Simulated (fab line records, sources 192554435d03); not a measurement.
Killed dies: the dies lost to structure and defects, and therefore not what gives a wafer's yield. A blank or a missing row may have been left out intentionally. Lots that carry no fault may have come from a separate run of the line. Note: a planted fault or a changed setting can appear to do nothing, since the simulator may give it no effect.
A lot that was struck, set against a sound lot	flow n5_finfet	37 out of 1938 route steps
Sound: wafers L451.3, L451.4, L451.5. Struck: wafer L469.2. Last of all comes the cause.
At each step with rows: each side's tool, then ch and its chambers, then its first start. Under that, the readings that differ: sound wafers	struck wafers	difference of the means	sigmas: that difference in standard deviations of wafers without a fault.
alike: readings whose means differ by less than 2 such deviations, and words and numbers that are the same on both sides. not compared: withheld readings, readings that some wafer has no value for, bounds like >300 that may hide the same value, and numbers for which the record gives no deviation and whose values overlap.
A row with sigmas, a row that says differs or no value, or rows on one side alone: a step with any of these is where the two part. Numbers that have no deviation but don't overlap get no sigmas and don't part them. Lack of a reading on every wafer of one side parts them only where that side has two or more wafers.

N5_BEOL_M6_CD_MEAS_28 targets a cd of 40 nm.
  sound on cd_sem-03 ch 0, day 9 02:10; struck on cd_sem-01 ch 0, day 13 07:00
  alike: cd_nm
N5_BEOL_M6_OVL_MEAS_29:
  sound on overlay-01 ch 0, day 9 02:11; struck on overlay-01 ch 0, day 13 07:02
  alike: V5_OVL
N5_BEOL_M6_INSPECT_30: inspects for defects (brightfield).
  struck on defect_inspect-02, day 13 07:05; sound on defect_inspect-01, day 9 02:14
  alike: raw_defect_count
N5_BEOL_M6_DESCUM_33: chemistry O2, time 7 s.
  sound on rie_diel-03 ch 0,2, day 9 02:17; struck on rie_diel-04 ch 2, day 13 07:07
  alike: drypump_motor_current_A, o2_flow_sccm, oes_product_au, rf_vpp_V, showerhead_plenum_p_Torr, throttle_valve_pct
  not compared: rf_hours_counter_h
then, 2 steps without rows for these wafers: N5_BEOL_M6_ETCH_72 (etches underlayer in N2/H2, target depth 6.5 nm, time 5.2 s); N5_BEOL_M6_ETCH_65 (etches SiARC in CF4, target depth 15.6 nm, time 26 s).
N5_BEOL_M6_ETCH_66: etches SOC in N2/H2, target depth 80 nm, overetch 16 nm, time 120 s.
  sound on rie_diel-03 ch 0,2, day 9 02:21; struck on rie_diel-04 ch 2, day 13 07:12
reading	sound	struck	difference	sigmas
throttle_valve_pct (%)	17.61 17.41 17.41	17.93	+0.45	+2
  alike: drypump_motor_current_A, oes_product_au, rf_fwd_power_W, rf_vpp_V, showerhead_plenum_p_Torr
  not compared: rf_hours_counter_h
then, 4 steps without rows for these wafers: N5_BEOL_M6_STRIP_69 (strips in N2/H2); N5_BEOL_M6_STRIP_73 (strips in N2/H2); N5_BEOL_M6_VIA_ETCH_34 (etches SiCOH lowk in C4F6/O2, target depth 126.3 nm, time 50.9 s); N5_BEOL_M6_STRIP_76 (strips in C4F6/O2).
N5_BEOL_M6_STRIP_36: strips in N2/H2.
  sound on rie_diel-03 ch 0,2, day 9 02:31; struck on rie_diel-04 ch 2, day 13 07:21
  alike: drypump_motor_current_A, oes_product_au, rf_vpp_V, showerhead_plenum_p_Torr, throttle_valve_pct
  not compared: rf_hours_counter_h
N5_BEOL_M6_TRENCH_ETCH_37: etches SiCOH lowk in C4F6/O2, target depth 94.435 nm, time 31.5 s.
  sound on rie_diel-03 ch 0,2, day 9 02:33; struck on rie_diel-04 ch 2, day 13 07:23
reading	sound	struck	difference	sigmas
rf_fwd_power_W (W)	339.3 342.9 343.0	275.7	-66.0	-44
rf_vpp_V (V)	645 680 682	760	+91	+6
model.BEOL_M6.feature_depth_nm (nm)	91.8 92.2 92.2	86.4	-5.7	
model.etch.depth_nm (nm)	91.72 92.22 92.13	86.5	-5.5	
  alike: O2_flow_sccm, drypump_motor_current_A, oes_f_703_au, oes_product_au, showerhead_plenum_p_Torr, throttle_valve_pct
  not compared: rf_hours_counter_h
then, 2 steps without rows for these wafers: N5_BEOL_M6_ETCH_41 (etches SiCN in CH3F/O2, target depth 29.7 nm, time 52 s); N5_BEOL_M6_STRIP_80 (strips in N2/H2, time 10 s).
N5_BEOL_M6_OCD_MEAS_38:
  struck on ocd-01, day 13 07:33; sound on ocd-01, day 9 02:42
reading	sound	struck	difference	sigmas
trench_depth_nm (nm)	91.9 92.2 91.7	86.1	-5.8	-3
then, 4 steps without rows for these wafers: N5_BEOL_M6_HM_STRIP_39 (strips TiN in peroxide tin strip, target depth 25 nm, time 158 s); N5_BEOL_M6_SRD_40 (time 30 s); N5_BEOL_M6_PRECLEAN_42 (cleans in residue remover, time 60 s); N5_BEOL_M6_SRD_43 (time 30 s).
N5_BEOL_M6_CD_MEAS_35: target cd 40 nm, target cd y 28 nm.
  struck on cd_sem-01, day 13 07:43; sound on cd_sem-03, day 9 02:52
  alike: cd_nm
then, 1 step without rows for these wafers: N5_BEOL_M6_CURE_75 (cures SiCOH lowk, time 120 s).
N5_BEOL_M6_DEGAS_44: time 60 s.
  struck on pvd_sputter-03, day 13 08:08; sound on pvd_sputter-02, day 9 05:19
  alike: heater_power_w
N5_BEOL_M6_PRE_CLEAN_45: time 30 s.
  struck on pvd_sputter-03, day 13 08:11; sound on pvd_sputter-02, day 9 05:21
  alike: heater_power_w
then, 6 steps without rows for these wafers: N5_BEOL_M6_ALD_77 (deposits TaN, target thk 2 nm, pulse time 2 s, purge time 3 s); N5_BEOL_M6_SURFACE_TREAT_79; N5_BEOL_M6_CVD_78 (deposits Co from CCTBA/H2, target thk 2 nm, time 142.3 s); N5_BEOL_M6_SPUTTER_48 (material Cu, target thk 10 nm, time 1.667 s); N5_BEOL_M6_ECD_50 (material Cu, target thk 300 nm); N5_BEOL_M6_ANNEAL_51 (time 90 s).
N5_BEOL_M6_CMP_52: polishes, stops on SiCOH lowk, t overpolish 6.9 s, target thk 80 nm.
  sound on cmp-02 ch 0,3, day 9 06:29; struck on cmp-01 ch 2, day 13 10:04
reading	sound	struck	difference	sigmas
model.Cu_of_BEOL_M6_ECD_50.thk_nm (nm)	77.6 75.8 77.8	73.6	-3.5	
  alike: barrier_field_endpoint_s, motor_current_A, overpolish_run_s, time_to_endpoint_s
N5_BEOL_M6_THK_MEAS_53: measures by xrf.
  struck on film_metro-01, day 13 10:19; sound on film_metro-02, day 9 06:47
  alike: M6_THK
then, 2 steps without rows for these wafers: N5_BEOL_M6_PRE_CLEAN_55 (time 15 s); N5_BEOL_M6_DEP_56 (deposits SiCN from 3MS/NH3, target thk 10 nm, time 17.5 s).
N5_BEOL_M6_RS_MEAS_57: a four-point-probe measurement.
  struck on film_metro-01, day 13 10:27; sound on film_metro-02, day 9 06:55
reading	sound	struck	difference	sigmas
M6_RS (ohm/sq)	0.296 0.304 0.296	0.317	+0.018	+2
N5_BEOL_M6_INSPECT_58: inspects for defects (darkfield).
  struck on defect_inspect-01, day 13 10:29; sound on defect_inspect-02, day 9 06:56
reading	sound	struck	difference	sigmas
raw_defect_count	71 118 110	170	+70	+3
N5_PASSIVATION_PROBE_49:
  the record holds rows for the sound wafers here (prober-01, day 12 13:04) but none for the struck ones

WHERE THEY PART
Last at N5_PASSIVATION_PROBE_49 as far as this record goes, first at N5_BEOL_M6_ETCH_66.

WHY: what had been put in by the simulator
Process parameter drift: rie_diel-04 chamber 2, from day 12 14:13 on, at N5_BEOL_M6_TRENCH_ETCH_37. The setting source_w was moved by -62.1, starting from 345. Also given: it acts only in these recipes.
